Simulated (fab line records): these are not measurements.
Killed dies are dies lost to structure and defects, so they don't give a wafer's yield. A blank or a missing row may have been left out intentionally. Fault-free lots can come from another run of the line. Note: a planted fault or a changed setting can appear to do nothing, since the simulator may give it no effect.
Matching of chambers ; flow nand_harc ; rie_si-03 running NHARC_A_CHANNEL_FILL_D2_ETCHBACK_19: 4 sister chambers
The step etches the open film in HBr/Cl2, target depth 5 nm, time 1.7 s. 4 wafers are shown with their chamber, then 9 later ones without.

## WAFERS WITH THEIR CHAMBER
wafer;chamber;he_backside_leak_sccm (sccm)
L083.6;0;2.6
L086.6;3;3.0
L088.3;2;2.6
L088.6;1;2.9

## WAFERS WHOSE CHAMBER IS MISSING
wafer;he_backside_leak_sccm (sccm)
L092.3;2.5
L092.4;2.9
L092.6;2.9
L094.1;2.9
L094.3;2.8
L094.4;3.0
L096.2;2.7
L096.3;2.7
L096.5;2.8

## CHAMBER TAKEN BY EACH
wafer;from the rows above;in truth
L092.3;can't be placed: 0 or 2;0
L092.4;can't be placed: 1 or 3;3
L092.6;can't be placed: 1 or 3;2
L094.1;can't be placed: 1 or 3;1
L094.3;can't be placed: 1 or 0 or 2 or 3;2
L094.4;can't be placed: 3 or 1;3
L096.2;can't be placed: 0 or 2 or 1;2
L096.3;can't be placed: 0 or 2 or 1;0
L096.5;can't be placed: 1 or 0 or 2 or 3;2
Correctly placed: 0 of 9. Unplaceable from these rows: 9, with the true chamber sitting among the candidates in 8. Wrongly placed: 0.
How it was worked out, from the rows above alone: a wafer's distance from a chamber is the root of the sum, over the readings, of the square of ((its reading less the chamber's mean) divided by the reading's scatter). The wafer belongs to the nearest chamber; if the next one is less than 2 further off, it can't be placed. Each chamber's mean is taken over the wafers shown for it. The scatter: with one shown wafer a chamber, the root of the mean of the squares of how far each hidden wafer lies from its nearest shown one.
